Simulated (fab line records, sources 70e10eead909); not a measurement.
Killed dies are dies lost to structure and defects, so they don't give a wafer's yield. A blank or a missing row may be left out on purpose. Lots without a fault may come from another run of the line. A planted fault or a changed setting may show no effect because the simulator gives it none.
fab line records | flow nand_harc
record lots=24 wafers=72 last_day=33
route steps=1302 shown P_GATE@151 P_CONTACT@244 P_M0@270 P_M1@301
lots that met no fault: from a run of the same line without faults
start_h: hours from the record's first day to the start of the lot's first wafer shown | wait_h: hours since the lot's step before | " the same as in the row above | L1.1+2: a row that stands for several wafers | - no value, or no start given | * or withheld: withheld | < > ~ a bound
route shown NAME@n: a module of which the file shows steps, and the number in the route of the first | usual: mean/standard deviation of fault-free wafers | same: alike in all rows | chamber/n: place in a boat | sites: the reading at each site | _std_site: their standard deviation | _edge_site: outer sites' mean less inner sites' | radius_mm: how far each site lies from the wafer's centre | mask NAME#n: copy n | behind: the tool/chamber that last shaped the wafer | hold: why the lot was held/for how many hours/how that ended | device: the transistor (n, p or np) that didn't switch | end of line: the same wafers' tests at the end of the route | a step without rows: its recipe alone | killed: dies lost to structure and defects at the first sort, not the wafer's yield | map: a wafer's dies, x killed, . not, _ none there
set.NAME: the setting as run; set.NAME@STEP: as run at that earlier step | model.NAME: the simulator's own value behind a step, which no gauge read
steps of the route over a sample of lots; a table a step, a row a wafer
services: from which hour (start_h, from the record's first day; less than 0 if before it) a tool's chamber was out of use, for how many hours, and why
## steps
# step NHARC_P_GATE_CD_MEAS_33
# usual cd_nm=119/4.3
# columns lot.wafer tool chamber start_h wait_h cd_nm
L075.3 cd_sem-01 - 103.21 - 113
L075.4 " - " " 123
L075.6 " - " " 120
L074.3 cd_sem-03 - 103.68 - 122
L074.4 " - " " 118
L074.5 " - " " 122
L076.1 cd_sem-01 - 117.52 - 121
L076.2 " - " " 119
L076.5 " - " " 126
L077.2 cd_sem-03 - 131.36 - 118
L077.3 " - " " 114
L077.4 " - " " 119
L078.1 cd_sem-02 - 140.94 - 114
L078.3 " - " " 123
L078.6 " - " " 125
L079.1 cd_sem-01 - 150.75 - 117
L079.3 " - " " 114
L079.4 " - " " 118
L080.1 cd_sem-02 - 163.74 - 117
L080.2 " - " " 118
L080.4 " - " " 123
L081.2 cd_sem-01 - 172.75 - 115
L081.3 " - " " 113
L081.6 " - " " 126
L082.2 cd_sem-03 - 181.77 - 120
L082.3 " - " " 116
L082.5 " - " " 113
L083.3 cd_sem-02 - 187.10 0.2 117
L083.4 " - " " 112
L083.6 " - " " 114
L084.2 cd_sem-02 - 196.10 - 113
L084.3 " - " " 127
L084.5 " - " " 112
L085.2 cd_sem-02 - 209.91 - 118
L085.5 " - " " 125
L085.6 " - " " 114
L086.1 cd_sem-02 - 220.15 - 122
L086.2 " - " " 112
L086.6 " - " " 112
L087.1 cd_sem-02 - 224.76 - 122
L087.4 " - " " 115
L087.5 " - " " 111
L088.2 cd_sem-01 - 248.65 - 118
L088.3 " - " " 126
L088.6 " - " " 122
L089.4 cd_sem-03 - 249.42 - 126
L089.5 " - " " 120
L089.6 " - " " 123
L090.1 cd_sem-02 - 264.51 - 124
L090.3 " - " " 116
L090.5 " - " " 121
L091.1 cd_sem-03 - 272.82 - 116
L091.5 " - " " 122
L091.6 " - " " 123
L092.2 cd_sem-02 - 278.09 - 119
L092.5 " - " " 121
L092.6 " - " " 120
L093.1 cd_sem-03 - 288.56 - 127
L093.2 " - " " 114
L093.5 " - " " 118
L095.1 cd_sem-01 - 305.62 - 125
L095.2 " - " " 118
L095.4 " - " " 124
L094.2 cd_sem-02 - 305.96 - 115
L094.5 " - " " 116
L094.6 " - " " 124
L096.2 cd_sem-01 - 314.49 - 121
L096.4 " - " " 115
L096.6 " - " " 115
L097.3 cd_sem-03 - 324.49 - 125
L097.4 " - " " 123
L097.5 " - " " 125
# step NHARC_P_GATE_RTA_64
# recipe temp_c=1050 time_s=1
# usual lamp_power_pct=32.0/1.9 wafer_temp_C_max=1052.9/0.71
# columns lot.wafer tool chamber start_h wait_h lamp_power_pct wafer_temp_C_max
L075.3 rtp_anneal-01 0 119.66 - 33.9 1052.4
L075.4 " 0 " " 33.9 1052.2
L075.6 " 0 " " 33.9 1051.9
L074.3 rtp_anneal-02 0 120.30 - 30.2 1051.6
L074.4 " 0 " " 30.2 1051.8
L074.5 " 0 " " 30.2 1054.6
L076.1 rtp_anneal-02 0 133.78 - 30.1 1051.9
L076.2 " 0 " " 30.2 1052.3
L076.5 " 0 " " 30.2 1052.4
L077.2 rtp_anneal-01 0 147.56 - 33.9 1053.6
L077.3 " 0 " " 33.9 1052.6
L077.4 " 0 " " 33.8 1053.0
L078.1 rtp_anneal-02 0 156.83 - 30.2 1052.4
L078.3 " 0 " " 30.1 1052.9
L078.6 " 0 " " 30.1 1052.6
L079.1 rtp_anneal-01 0 167.09 - 33.9 1054.5
L079.3 " 0 " " 33.9 1052.6
L079.4 " 0 " " 33.9 1053.2
L080.1 rtp_anneal-01 0 180.16 - 33.9 1054.0
L080.2 " 0 " " 33.9 1054.2
L080.4 " 0 " " 33.9 1053.5
L081.2 rtp_anneal-01 0 188.76 - 33.9 1053.2
L081.3 " 0 " " 33.9 1053.4
L081.6 " 0 " " 34.0 1053.2
L082.2 rtp_anneal-02 0 198.16 - 30.1 1052.0
L082.3 " 0 " " 30.1 1053.4
L082.5 " 0 " " 30.2 1052.9
L083.3 rtp_anneal-01 0 203.36 - 33.9 1053.8
L083.4 " 0 " " 33.9 1052.1
L083.6 " 0 " " 33.9 1053.5
L084.2 rtp_anneal-01 0 212.65 - 33.9 1051.8
L084.3 " 0 " " 33.9 1051.7
L084.5 " 0 " " 33.9 1053.1
L085.2 rtp_anneal-02 0 226.11 - 30.2 1052.1
L085.5 " 0 " " 30.2 1052.1
L085.6 " 0 " " 30.1 1051.9
L086.1 rtp_anneal-01 0 236.46 - 33.8 1053.4
L086.2 " 0 " " 33.9 1053.4
L086.6 " 0 " " 33.9 1053.7
L087.1 rtp_anneal-02 0 240.81 - 30.2 1052.7
L087.4 " 0 " " 30.2 1052.0
L087.5 " 0 " " 30.2 1052.0
L088.2 rtp_anneal-02 0 264.66 - 30.2 1053.1
L088.3 " 0 " " 30.2 1052.9
L088.6 " 0 " " 30.2 1053.3
L089.4 rtp_anneal-02 0 265.72 - 30.2 1052.1
L089.5 " 0 " " 30.1 1052.4
L089.6 " 0 " " 30.1 1051.3
L090.1 rtp_anneal-02 0 280.81 - 30.2 1053.2
L090.3 " 0 " " 30.2 1052.3
L090.5 " 0 " " 30.1 1053.2
L091.1 rtp_anneal-01 0 289.06 - 33.9 1053.8
L091.5 " 0 " " 34.0 1052.8
L091.6 " 0 " " 33.9 1052.8
L092.2 rtp_anneal-02 0 294.50 - 30.2 1052.5
L092.5 " 0 " " 30.1 1051.9
L092.6 " 0 " " 30.1 1052.8
L093.1 rtp_anneal-01 0 306.92 - 33.9 1054.3
L093.2 " 0 " " 33.9 1053.1
L093.5 " 0 " " 33.9 1052.1
L095.1 rtp_anneal-01 0 321.93 - 33.9 1053.3
L095.2 " 0 " " 33.9 1053.2
L095.4 " 0 " " 33.8 1053.6
L094.2 rtp_anneal-02 0 322.32 - 30.2 1052.9
L094.5 " 0 " " 30.2 1053.5
L094.6 " 0 " " 30.2 1053.5
L096.2 rtp_anneal-02 0 330.89 - 30.2 1052.5
L096.4 " 0 " " 30.1 1051.8
L096.6 " 0 " " 30.2 1052.4
L097.3 rtp_anneal-01 0 340.57 - 33.9 1053.4
L097.4 " 0 " " 33.9 1053.4
L097.5 " 0 " " 33.9 1052.8
# step NHARC_P_CONTACT_DEGAS_38
# recipe temp_c=300 time_s=60
# usual heater_power_w=456/54
# columns lot.wafer tool chamber start_h wait_h heater_power_w
L075.4 pvd_sputter-01 - 124.13 - 477
L075.3 " - " " 362
L075.6 " - " " 478
L074.4 pvd_sputter-01 - 124.89 - 367
L074.3 " - " " 470
L074.5 " - " " 447
L076.2 pvd_sputter-02 - 138.58 - 433
L076.1 " - " " 502
L076.5 " - " " 423
L077.3 pvd_sputter-03 - 152.17 - 515
L077.2 " - " " 476
L077.4 " - " " 400
L078.1 pvd_sputter-02 - 161.60 - 512
L078.3 " - " " 431
L078.6 " - " " 513
L079.1 pvd_sputter-02 - 171.76 - 518
L079.4 " - " " 375
L079.3 " - " " 429
L080.4 pvd_sputter-01 - 184.83 - 360
L080.1 " - " " 483
L080.2 " - " " 477
L081.2 pvd_sputter-01 - 193.36 - 481
L081.3 " - " " 449
L081.6 " - " " 363
L082.3 pvd_sputter-03 - 202.78 - 511
L082.2 " - " " 501
L082.5 " - " " 557
L083.3 pvd_sputter-03 - 207.96 - 541
L083.4 " - " " 417
L083.6 " - " " 431
L084.3 pvd_sputter-02 - 217.14 - 385
L084.2 " - " " 422
L084.5 " - " " 428
L085.2 pvd_sputter-03 - 230.98 - 508
L085.6 " - " " 409
L085.5 " - " " 502
L086.1 pvd_sputter-01 - 241.39 - 478
L086.2 " - " " 456
L086.6 " - " " 470
L087.4 pvd_sputter-02 - 245.45 - 432
L087.1 " - " " 437
L087.5 " - " " 390
L088.3 pvd_sputter-01 - 269.26 - 416
L088.2 " - " " 366
L088.6 " - " " 443
L089.4 pvd_sputter-03 - 270.30 - 553
L089.5 " - " " 511
L089.6 " - " " 503
L090.3 pvd_sputter-03 - 285.47 - 536
L090.1 " - " " 510
L090.5 " - " " 527
L091.1 pvd_sputter-01 - 293.71 - 367
L091.6 " - " " 448
L091.5 " - " " 423
L092.2 pvd_sputter-01 - 299.14 - 378
L092.6 " - " " 374
L092.5 " - " " 452
L093.2 pvd_sputter-01 - 311.45 - 369
L093.1 " - " " 463
L093.5 " - " " 412
L095.4 pvd_sputter-03 - 326.63 - 514
L095.1 " - " " 515
L095.2 " - " " 421
L094.2 pvd_sputter-02 - 327.06 - 484
L094.5 " - " " 420
L094.6 " - " " 411
L096.4 pvd_sputter-03 - 335.64 - 511
L096.2 " - " " 541
L096.6 " - " " 528
L097.3 pvd_sputter-03 - 345.27 - 420
L097.4 " - " " 545
L097.5 " - " " 518
# step NHARC_P_M0_STRIP_18
# recipe power_w=1000 n2_flow_sccm=150 h2_flow_sccm=150 ar_flow_sccm=0 bias_w=0 chemistry=N2/H2
# usual drypump_motor_current_A=5.7/0.36 oes_product_au=1.006/0.015 rf_vpp_V=90.8/0.97 showerhead_plenum_p_Torr=2.06/0.1 throttle_valve_pct=14.171/0.0094
# columns lot.wafer tool chamber start_h wait_h drypump_motor_current_A oes_product_au rf_hours_counter_h rf_vpp_V showerhead_plenum_p_Torr throttle_valve_pct
L075.4 rie_diel-01 1 127.14 0.1 6.1 1.009 31 91.2 2.03 14.182
L075.3 " 3 " " 5.7 0.993 26 92.5 2.21 14.183
L075.6 " 1 " " 6.1 1.006 - 90.6 2.03 14.172
L074.3 rie_diel-01 1 127.84 0.1 6.1 1.002 31 90.0 2.03 14.162
L074.4 " 3 " " 5.7 0.986 26 93.5 2.21 14.194
L074.5 " 1 " " 6.1 1.001 - 89.7 2.03 14.187
L076.1 rie_diel-10 3 141.56 0.1 6.0 0.996 25 90.0 2.14 14.179
L076.2 " 1 " " 5.7 1.018 22 91.3 2.08 14.186
L076.5 " 0 " " 5.5 0.999 - 89.4 1.88 14.187
L077.3 rie_diel-05 0 155.14 0.1 5.7 0.997 13 90.8 2.08 14.164
L077.2 " 2 " " 6.1 1.019 14 90.7 1.96 14.170
L077.4 " 3 " " 5.7 1.000 12 91.2 2.15 14.159
L078.3 rie_diel-05 3 164.48 0.1 5.7 0.994 13 92.0 2.14 14.181
L078.1 " 0 " " 5.7 0.995 14 91.5 2.07 14.159
L078.6 " 1 " " 6.0 0.976 - 90.3 2.09 14.176
L079.3 rie_diel-10 2 174.87 0.1 5.4 1.007 37 90.3 1.91 14.184
L079.1 " 3 " " 5.9 0.997 38 91.0 2.13 14.175
L079.4 " 1 " " 5.7 1.017 33 91.4 2.08 14.163
L080.2 rie_diel-05 1 187.78 0.1 6.0 0.967 19 90.2 2.09 14.175
L080.1 " 2 " " 6.1 1.006 19 89.7 1.96 14.157
L080.4 " 3 " " 5.7 0.992 17 90.7 2.14 14.176
L081.2 rie_diel-10 1 196.46 0.1 5.8 1.012 40 90.0 2.08 14.181
L081.3 " 2 " " 5.4 1.005 43 90.1 1.90 14.170
L081.6 " 1 " " 5.8 1.008 - 89.8 2.08 14.192
L082.2 rie_diel-10 3 206.48 0.1 5.9 0.998 44 90.8 2.13 14.176
L082.3 " 0 " " 5.5 1.023 41 91.9 1.87 14.173
L082.5 " 2 " " 5.4 1.015 - 89.7 1.90 14.151
L083.3 rie_diel-05 3 211.08 0.1 5.7 1.003 22 90.4 2.14 14.183
L083.4 " 1 " " 6.0 0.980 24 92.0 2.09 14.166
L083.6 " 2 " " 6.1 1.021 - 90.5 1.96 14.171
L084.2 rie_diel-10 1 220.34 0.2 5.7 1.010 49 90.9 2.07 14.157
L084.3 " 3 " " 6.0 0.979 50 89.0 2.13 14.167
L084.5 " 0 " " 5.4 1.017 - 88.4 1.87 14.181
L085.2 rie_diel-10 0 234.47 0.1 5.4 1.022 52 89.1 1.87 14.169
L085.6 " 1 " " 5.8 1.017 - 91.3 2.07 14.165
L085.5 " 2 " " 5.4 1.020 - 89.0 1.90 14.172
L086.1 rie_diel-05 2 245.61 0.1 6.1 1.032 2 90.0 1.95 14.170
L086.2 " 0 " " 5.7 0.972 1 91.1 2.07 14.171
L086.6 " 3 " " 5.7 1.000 - 91.4 2.14 14.159
L087.4 rie_diel-05 3 248.39 0.1 5.7 1.003 1 90.4 2.14 14.172
L087.1 " 2 " " 6.1 1.018 2 90.9 1.95 14.187
L087.5 " 0 " " 5.7 0.990 - 91.4 2.07 14.164
L088.3 rie_diel-01 3 272.22 0.1 5.6 1.019 22 91.4 2.19 14.172
L088.2 " 0 " " 4.7 1.009 20 90.0 2.06 14.151
L088.6 " 2 " " 5.8 0.997 - 91.2 2.21 14.173
L089.6 rie_diel-01 0 273.44 0.2 4.7 0.999 - 91.0 2.06 14.150
L089.4 " 1 " " 6.0 1.014 - 91.3 2.02 14.169
L089.5 " 2 " " 5.9 0.986 - 92.7 2.21 14.179
L090.3 rie_diel-01 2 288.59 0.1 5.8 0.990 27 90.8 2.21 14.174
L090.1 " 1 " " 6.1 1.019 26 91.1 2.02 14.158
L090.5 " 0 " " 4.7 1.003 - 89.5 2.05 14.169
L091.1 rie_diel-05 0 296.62 0.1 5.7 0.984 9 92.7 2.07 14.163
L091.6 " 2 " " 6.1 1.021 - 91.1 1.95 14.166
L091.5 " 3 " " 5.7 1.013 - 90.2 2.14 14.167
L092.2 rie_diel-01 2 302.22 0.1 5.8 1.004 30 92.2 2.21 14.176
L092.5 " 0 " " 4.7 1.007 - 91.4 2.05 14.170
L092.6 " 1 " " 6.1 1.025 - 90.2 2.02 14.168
L093.2 rie_diel-10 0 314.37 0.1 5.4 1.022 24 92.3 2.21 14.173
L093.1 " 1 " " 5.8 1.024 24 90.7 2.06 14.196
L093.5 " 3 " " 6.0 1.006 - 92.0 2.12 14.175
L095.2 rie_diel-10 3 329.62 0.1 6.0 0.998 24 92.2 2.12 14.176
L095.1 " 0 " " 5.4 1.020 28 89.5 2.21 14.183
L095.4 " 2 " " 5.4 1.012 17 88.6 1.89 14.169
L094.2 rie_diel-05 2 329.96 0.1 6.0 1.025 14 91.4 1.95 14.158
L094.5 " 3 " " 5.7 1.001 - 90.5 2.14 14.163
L094.6 " 0 " " 5.7 0.992 - 90.6 2.07 14.171
L096.2 rie_diel-10 3 339.46 0.1 5.9 0.998 26 92.4 2.12 14.176
L096.4 " 2 " " 5.4 1.022 20 89.8 1.89 14.171
L096.6 " 0 " " 5.4 1.022 - 91.8 2.21 14.161
L097.3 rie_diel-01 0 348.27 0.1 4.8 0.996 47 90.5 2.05 14.172
L097.4 " 1 " " 6.1 1.024 48 89.5 2.01 14.171
L097.5 " 2 " " 5.9 0.996 - 93.0 2.20 14.168
# step NHARC_P_M0_INSPECT_27
# usual raw_defect_count=303/120
# columns lot.wafer tool chamber start_h wait_h raw_defect_count
L075.3 defect_inspect-01 - 129.23 0.0 226
L075.4 " - " " 256
L075.6 " - " " 246
L074.3 defect_inspect-01 - 129.93 0.0 259
L074.4 " - " " 134
L074.5 " - " " 169
L076.1 defect_inspect-02 - 143.86 0.0 187
L076.2 " - " " 286
L076.5 " - " " 223
L077.2 defect_inspect-01 - 157.32 0.0 309
L077.3 " - " " 177
L077.4 " - " " 334
L078.1 defect_inspect-01 - 166.52 0.0 283
L078.3 " - " " 447
L078.6 " - " " 347
L079.1 defect_inspect-02 - 177.07 0.0 602
L079.3 " - " " 920
L079.4 " - " " 628
L080.1 defect_inspect-01 - 189.94 0.0 218
L080.2 " - " " 210
L080.4 " - " " 491
L081.2 defect_inspect-02 - 198.56 0.0 327
L081.3 " - " " 276
L081.6 " - " " 476
L082.2 defect_inspect-02 - 208.56 0.0 198
L082.3 " - " " 177
L082.5 " - " " 199
L083.3 defect_inspect-02 - 213.15 0.0 234
L083.4 " - " " 228
L083.6 " - " " 207
L084.2 defect_inspect-01 - 222.42 0.0 345
L084.3 " - " " 193
L084.5 " - " " 198
L085.2 defect_inspect-02 - 236.64 0.0 242
L085.5 " - " " 252
L085.6 " - " " 195
L086.1 defect_inspect-02 - 247.71 0.0 369
L086.2 " - " " 219
L086.6 " - " " 278
L087.1 defect_inspect-02 - 250.79 0.0 234
L087.4 " - " " 209
L087.5 " - " " 402
L088.2 defect_inspect-01 - 274.60 0.0 248
L088.3 " - " " 303
L088.6 " - " " 203
L089.4 defect_inspect-01 - 275.50 0.0 263
L089.5 " - " " 202
L089.6 " - " " 385
L090.1 defect_inspect-02 - 290.74 0.0 254
L090.3 " - " " 237
L090.5 " - " " 280
L091.1 defect_inspect-01 - 298.69 0.0 336
L091.5 " - " " 200
L091.6 " - " " 295
L092.2 defect_inspect-01 - 304.31 0.0 429
L092.5 " - " " 230
L092.6 " - " " 245
L093.1 defect_inspect-01 - 316.44 0.0 393
L093.2 " - " " 224
L093.5 " - " " 195
L095.1 defect_inspect-01 - 331.82 0.0 332
L095.2 " - " " 152
L095.4 " - " " 224
L094.2 defect_inspect-02 - 331.99 0.0 164
L094.5 " - " " 266
L094.6 " - " " 284
L096.2 defect_inspect-01 - 341.57 0.0 274
L096.4 " - " " 317
L096.6 " - " " 148
L097.3 defect_inspect-01 - 350.32 0.0 250
L097.4 " - " " 189
L097.5 " - " " 207
# step NHARC_P_M1_CD_MEAS_16
# usual cd_nm=129.9/1.2
# columns lot.wafer tool chamber start_h wait_h cd_nm
L075.3 cd_sem-03 - 131.17 - 129.9
L075.4 " - " " 130.2
L075.6 " - " " 129.3
L074.3 cd_sem-02 - 131.84 - 128.6
L074.4 " - " " 129.0
L074.5 " - " " 130.2
L076.1 cd_sem-01 - 145.62 - 129.5
L076.2 " - " " 128.3
L076.5 " - " " 129.2
L077.2 cd_sem-02 - 159.23 - 128.5
L077.3 " - " " 129.2
L077.4 " - " " 130.1
L078.1 cd_sem-02 - 168.40 - 129.9
L078.3 " - " " 130.6
L078.6 " - " " 129.2
L079.1 cd_sem-01 - 179.09 - 128.4
L079.3 " - " " 128.3
L079.4 " - " " 130.1
L080.1 cd_sem-01 - 191.68 - 130.7
L080.2 " - " " 129.6
L080.4 " - " " 130.7
L081.2 cd_sem-02 - 200.49 - 129.0
L081.3 " - " " 130.6
L081.6 " - " " 131.0
L082.2 cd_sem-02 - 210.49 - 130.7
L082.3 " - " " 130.7
L082.5 " - " " 128.8
L083.3 cd_sem-03 - 215.04 - 129.0
L083.4 " - " " 126.7
L083.6 " - " " 128.4
L084.2 cd_sem-02 - 224.31 - 131.0
L084.3 " - " " 130.6
L084.5 " - " " 131.1
L085.2 cd_sem-02 - 238.53 - 128.5
L085.5 " - " " 129.0
L085.6 " - " " 129.5
L086.1 cd_sem-02 - 249.60 - 130.8
L086.2 " - " " 131.9
L086.6 " - " " 129.4
L087.1 cd_sem-01 - 252.56 - 131.2
L087.4 " - " " 131.1
L087.5 " - " " 131.8
L088.2 cd_sem-03 - 276.48 - 129.3
L088.3 " - " " 130.1
L088.6 " - " " 129.5
L089.4 cd_sem-01 - 277.37 - 129.3
L089.5 " - " " 129.0
L089.6 " - " " 127.6
L090.1 cd_sem-02 - 292.66 - 129.1
L090.3 " - " " 128.3
L090.5 " - " " 128.5
L091.1 cd_sem-03 - 300.62 - 131.4
L091.5 " - " " 131.1
L091.6 " - " " 129.5
L092.2 cd_sem-01 - 306.23 - 129.2
L092.5 " - " " 132.2
L092.6 " - " " 130.6
L093.1 cd_sem-01 - 318.35 - 130.2
L093.2 " - " " 129.3
L093.5 " - " " 130.1
L094.2 cd_sem-02 - 333.97 - 130.3
L094.5 " - " " 130.4
L094.6 " - " " 130.2
L095.1 cd_sem-02 - 334.08 - 127.9
L095.2 " - " " 128.4
L095.4 " - " " 128.4
L096.2 cd_sem-03 - 343.32 - 130.3
L096.4 " - " " 130.5
L096.6 " - " " 130.2
L097.3 cd_sem-02 - 352.33 - 131.3
L097.4 " - " " 131.8
L097.5 " - " " 131.2
## services
# columns tool chamber start_h hours kind
pvd_sputter-02 - 98.25 8.5 repair
rie_diel-01 1 98.51 6.8 repair
rie_diel-05 3 99.39 5.0 repair
rie_diel-05 0 100.04 1.7 repair
pvd_sputter-02 - 117.84 10.0 pm
rie_diel-05 1 147.59 4.8 repair
rie_diel-01 3 163.66 8.1 repair
pvd_sputter-03 - 170.03 10.0 pm
pvd_sputter-03 - 180.82 9.6 repair
pvd_sputter-02 - 186.20 3.7 repair
rie_diel-01 - 203.96 9.0 pm
pvd_sputter-03 - 209.24 1.8 repair
rie_diel-05 1 221.90 2.4 repair
rie_diel-10 3 222.64 34.8 repair
pvd_sputter-03 - 223.73 0.8 repair
pvd_sputter-02 - 225.85 12.0 repair
pvd_sputter-01 - 226.03 10.0 pm
rie_diel-05 - 229.60 9.0 pm
rie_diel-10 - 245.94 9.0 pm
rie_diel-01 3 272.45 23.5 repair
rie_diel-10 2 282.61 16.2 repair
pvd_sputter-02 - 295.84 10.0 pm
pvd_sputter-01 - 322.53 0.6 repair
pvd_sputter-03 - 348.03 10.0 pm
## key
fault none
